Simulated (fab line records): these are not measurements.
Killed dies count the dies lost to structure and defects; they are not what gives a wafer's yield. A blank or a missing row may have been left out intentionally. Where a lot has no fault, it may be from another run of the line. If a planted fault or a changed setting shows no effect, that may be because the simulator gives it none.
A lot that was struck, set against a sound lot    flow n5_finfet    15 steps out of a route of 1938
Sound: wafers L644.1, L644.2, L644.5. Struck: wafer L655.5 (left out: L655.2, L655.6 of the same lot, which were not struck); the cause appears at the end.
Order at every step that has rows: each side's tool, ch and its chambers, its first start. Under that, the readings that differ: sound wafers    struck wafers    difference of the means    sigmas: that difference in standard deviations of wafers without a fault.
alike: words and numbers the same on both sides, and readings whose means are apart by under 2 such deviations; not compared: readings that were withheld, readings missing a value for some wafer, numbers with overlapping values and no deviation given by the record, and bounds like >300 which may hide the same value.
A row with sigmas, a row that says differs or no value, or rows on one side alone: a step with any of these is where the two part. Non-overlapping numbers with no deviation appear without sigmas and do not part them. A reading that every wafer of one side lacks parts them only if that side has two wafers or more.

first, 4 steps without rows for these wafers: N5_BEOL_M11_SOFTBAKE_06 (time 60 s); N5_BEOL_M11_EXPOSE_08 (exposes mask M11); N5_BEOL_M11_PEB_09 (peb time 60 s); N5_BEOL_M11_DEVELOP_10 (develop time 30 s).
N5_BEOL_M11_CD_MEAS_11: the cd target is 64.1 nm.
  sound on cd_sem-01 ch 0, day 10 15:47; struck on cd_sem-01 ch 0, day 14 05:24
reading     sound           struck  difference  sigmas
cd_nm (nm)  61.9 64.0 63.3  64.7    +1.6        +2
N5_BEOL_M11_OVL_MEAS_12:
  sound on overlay-02 ch 0, day 10 15:49; struck on overlay-02 ch 0, day 14 05:26
  alike: M11_OVL
N5_BEOL_M11_INSPECT_13: inspects for defects (brightfield).
  sound on defect_inspect-02 at day 10 15:50; struck on defect_inspect-02 at day 14 05:28
  alike: raw_defect_count
N5_BEOL_M11_DESCUM_16: chemistry O2, time 7.9 s.
  sound on rie_diel-06 ch 2,3, day 10 16:12; struck on rie_diel-02 ch 2, day 14 05:43
  alike: chamber_pressure_mTorr, drypump_motor_current_A, oes_product_au, rf_vpp_V, showerhead_plenum_p_Torr, throttle_valve_pct
  not compared: rf_hours_counter_h
N5_BEOL_M11_ETCH_61: etches SiARC in CF4, target depth 39 nm, time 65 s.
  sound on rie_diel-06 ch 2,3, day 10 16:14; struck on rie_diel-02 ch 2, day 14 05:46
  alike: cf4_flow_sccm, chamber_pressure_mTorr, drypump_motor_current_A, etch_rf_on_time_s, oes_product_au, rf_vpp_V, showerhead_plenum_p_Torr, throttle_valve_pct
  not compared: rf_hours_counter_h
N5_BEOL_M11_ETCH_62: etches SOC in N2/H2, target depth 110 nm, overetch 22 nm, time 165 s.
  sound on rie_diel-06 ch 2,3, day 10 16:17; struck on rie_diel-02 ch 2, day 14 05:49
  alike: chamber_pressure_mTorr, drypump_motor_current_A, n2_flow_sccm, oes_product_au, rf_vpp_V, showerhead_plenum_p_Torr, throttle_valve_pct
  not compared: rf_hours_counter_h
then, 1 step without rows for these wafers: N5_BEOL_M11_STRIP_68 (strips in N2/H2).
N5_BEOL_M11_STRIP_67: strips in CF4.
  sound on rie_diel-06 ch 2,3, day 10 16:26; struck on rie_diel-02 ch 2, day 14 05:58
  alike: cf4_flow_sccm, chamber_pressure_mTorr, drypump_motor_current_A, oes_product_au, rf_vpp_V, showerhead_plenum_p_Torr, throttle_valve_pct
  not compared: rf_hours_counter_h
N5_BEOL_M11_HM_OPEN_17: chemistry Cl2/BCl3, target TiN, target depth 20 nm, overetch 6 nm.
  sound on rie_metal-03 ch 0,1, day 10 16:28; struck on rie_metal-03 ch 0, day 14 06:00
reading                                    sound           struck  difference  sigmas
he_backside_leak_sccm (sccm)               5.24 3.35 3.44  3.21    -0.80       -3
model.SOC_of_BEOL_M11_COAT_59.thk_nm (nm)  91.6 92 91.8    89.2    -2.6        
  alike: chamber_pressure_mTorr, drypump_motor_current_A, oes_product_au, throttle_valve_pct
  not compared: rf_hours_counter_h
N5_BEOL_M11_STRIP_19: strips in O2.
  sound on rie_diel-06 ch 2,3, day 10 16:35; struck on rie_diel-06 ch 3, day 14 06:07
  alike: chamber_pressure_mTorr, drypump_motor_current_A, oes_product_au, rf_vpp_V, showerhead_plenum_p_Torr, throttle_valve_pct
  not compared: rf_hours_counter_h
next, for these wafers, 1 step has no rows: N5_PASSIVATION_PROBE_49.

== WHERE THEY PART ==
Earliest at N5_BEOL_M11_CD_MEAS_11; latest, in this record, at N5_BEOL_M11_HM_OPEN_17. Later steps at which nothing parts them and some readings are alike: N5_BEOL_M11_STRIP_19.

WHY: the cause the simulator had injected
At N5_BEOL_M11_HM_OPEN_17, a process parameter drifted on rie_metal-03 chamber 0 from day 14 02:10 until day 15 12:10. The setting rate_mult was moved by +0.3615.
